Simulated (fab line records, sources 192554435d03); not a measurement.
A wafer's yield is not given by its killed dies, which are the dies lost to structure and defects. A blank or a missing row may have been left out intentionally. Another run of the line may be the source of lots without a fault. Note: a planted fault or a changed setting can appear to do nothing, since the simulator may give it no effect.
Split-lot study / flow n5_finfet / 7 lots, 21 wafers read, on a route of 1938 steps

## THE SPLIT
At N5_BEOL_M12_TRENCH_ETCH_34 (etches SiOC in C4F8/O2/Ar, target depth 318.95 nm, time 125.5 s), the setting time_s was moved away from the recipe's 125.5 s on 5 of the 21 wafers read, by -20.4% to +17.1%. The other wafers ran this setting at the recipe's value.

## FROM SPLIT TO READING: 1 step shown by the file between the two
- N5_BEOL_M12_STRIP_70: strips in C4F8/O2/Ar

## THE READING
trench_depth_nm, in nm, at N5_BEOL_M12_OCD_MEAS_35. Fault-free wafers of this fab line usually give 318 nm, standard deviation 5.7 nm.

wafer=L074.2; tool, chamber at the split=rie_diel-06, 2; time_s as run, s=125.5; against the recipe=recipe; trench_depth_nm, nm=323; against lot-mates on the recipe=-
wafer=L074.4; tool, chamber at the split=rie_diel-06, 2; time_s as run, s=125.5; against the recipe=recipe; trench_depth_nm, nm=323; against lot-mates on the recipe=-
wafer=L074.5; tool, chamber at the split=rie_diel-06, 0; time_s as run, s=145.6; against the recipe=+16.0%; trench_depth_nm, nm=367; against lot-mates on the recipe=+44
wafer=L079.1; tool, chamber at the split=rie_diel-04, 3; time_s as run, s=125.5; against the recipe=recipe; trench_depth_nm, nm=309; against lot-mates on the recipe=-
wafer=L079.2; tool, chamber at the split=rie_diel-04, 1; time_s as run, s=125.5; against the recipe=recipe; trench_depth_nm, nm=314; against lot-mates on the recipe=-
wafer=L079.6; tool, chamber at the split=rie_diel-04, 3; time_s as run, s=99.88; against the recipe=-20.4%; trench_depth_nm, nm=246; against lot-mates on the recipe=-66
wafer=L086.2; tool, chamber at the split=rie_diel-04, 2; time_s as run, s=125.5; against the recipe=recipe; trench_depth_nm, nm=318; against lot-mates on the recipe=-
wafer=L086.5; tool, chamber at the split=rie_diel-04, 2; time_s as run, s=125.5; against the recipe=recipe; trench_depth_nm, nm=316; against lot-mates on the recipe=-
wafer=L086.6; tool, chamber at the split=rie_diel-04, 0; time_s as run, s=125.5; against the recipe=recipe; trench_depth_nm, nm=322; against lot-mates on the recipe=-
wafer=L088.2; tool, chamber at the split=rie_diel-01, 1; time_s as run, s=125.5; against the recipe=recipe; trench_depth_nm, nm=317; against lot-mates on the recipe=-
wafer=L088.4; tool, chamber at the split=rie_diel-01, 0; time_s as run, s=125.5; against the recipe=recipe; trench_depth_nm, nm=314; against lot-mates on the recipe=-
wafer=L088.6; tool, chamber at the split=rie_diel-01, 1; time_s as run, s=125.5; against the recipe=recipe; trench_depth_nm, nm=316; against lot-mates on the recipe=-
wafer=L087.1; tool, chamber at the split=rie_diel-04, 3; time_s as run, s=125.5; against the recipe=recipe; trench_depth_nm, nm=308; against lot-mates on the recipe=-
wafer=L087.3; tool, chamber at the split=rie_diel-04, 0; time_s as run, s=125.5; against the recipe=recipe; trench_depth_nm, nm=322; against lot-mates on the recipe=-
wafer=L087.4; tool, chamber at the split=rie_diel-04, 1; time_s as run, s=146.9; against the recipe=+17.1%; trench_depth_nm, nm=374; against lot-mates on the recipe=+59
wafer=L090.3; tool, chamber at the split=rie_diel-06, 0; time_s as run, s=125.5; against the recipe=recipe; trench_depth_nm, nm=308; against lot-mates on the recipe=-
wafer=L090.5; tool, chamber at the split=rie_diel-06, 2; time_s as run, s=125.5; against the recipe=recipe; trench_depth_nm, nm=316; against lot-mates on the recipe=-
wafer=L090.6; tool, chamber at the split=rie_diel-06, 3; time_s as run, s=125.5; against the recipe=recipe; trench_depth_nm, nm=312; against lot-mates on the recipe=-
wafer=L089.1; tool, chamber at the split=rie_diel-04, 2; time_s as run, s=140.3; against the recipe=+11.8%; trench_depth_nm, nm=357; against lot-mates on the recipe=+39
wafer=L089.3; tool, chamber at the split=rie_diel-04, 3; time_s as run, s=140.3; against the recipe=+11.8%; trench_depth_nm, nm=344; against lot-mates on the recipe=+26
wafer=L089.5; tool, chamber at the split=rie_diel-04, 2; time_s as run, s=125.5; against the recipe=recipe; trench_depth_nm, nm=318; against lot-mates on the recipe=-

FIT RESULTS
A straight line over all 21 wafers: trench_depth_nm changes by +3.27 nm for each +1% of time_s; r = +0.98; the points scatter about the line by 5.2 nm.
The same after taking each lot's own level away (the mean of its wafers on the recipe; 21 wafers): +3.08 nm for each +1%; r = +0.98; scatter 4.3 nm.
The reading moves by 63 nm for the largest change in time_s, on that fit.
Across the lots, their own levels run from 311.5 to 323.0 nm, a range of 2.0 times the standard deviation given above.
The two slopes are in agreement: the lot-to-lot level therefore moves the slope only a little.
Check: with one of the wafers moved furthest among these (-20.4%) left out of the fit, the line predicts -61.6 nm for it against its lot-mates. It came out at -65.5 nm against them.

## ADDITIONAL SPLITS CARRIED BY THESE WAFERS
Other splits were also applied to these wafers ahead of the reading. Each is held against what the fit with the lots' levels taken away leaves over:
other split on the same wafers=N5_BEOL_M10_VIA_ETCH_34 time_s; wafers away from the commonest value=4; r with trench_depth_nm (lot level and that fit taken away)=+0.10
other split on the same wafers=N5_BEOL_M10_TRENCH_ETCH_37 time_s; wafers away from the commonest value=6; r with trench_depth_nm (lot level and that fit taken away)=+0.07
other split on the same wafers=N5_BEOL_M11_COAT_63 spin_rpm; wafers away from the commonest value=10; r with trench_depth_nm (lot level and that fit taken away)=+0.16
other split on the same wafers=N5_BEOL_M11_COAT_22 spin_rpm; wafers away from the commonest value=9; r with trench_depth_nm (lot level and that fit taken away)=+0.02

## THE WHOLE CHAIN: every reading that the file lists as answering this split, in the file's order
step=N5_BEOL_M12_TRENCH_ETCH_34; what it does=etches SiOC in C4F8/O2/Ar, target depth 318.95 nm, time 125.5 s; reading=etch.depth_nm (the simulator's own value, which no gauge read); change (the file's fit)=+3.09 nm for each +1% of the setting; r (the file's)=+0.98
step=N5_BEOL_M12_OCD_MEAS_35; what it does=; reading=trench_depth_nm; change (the file's fit)=+3.11 nm for each +1% of the setting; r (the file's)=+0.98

## FILE'S OWN FIT
trench_depth_nm changes by +3.11 nm for each +1% of time_s, r = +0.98.
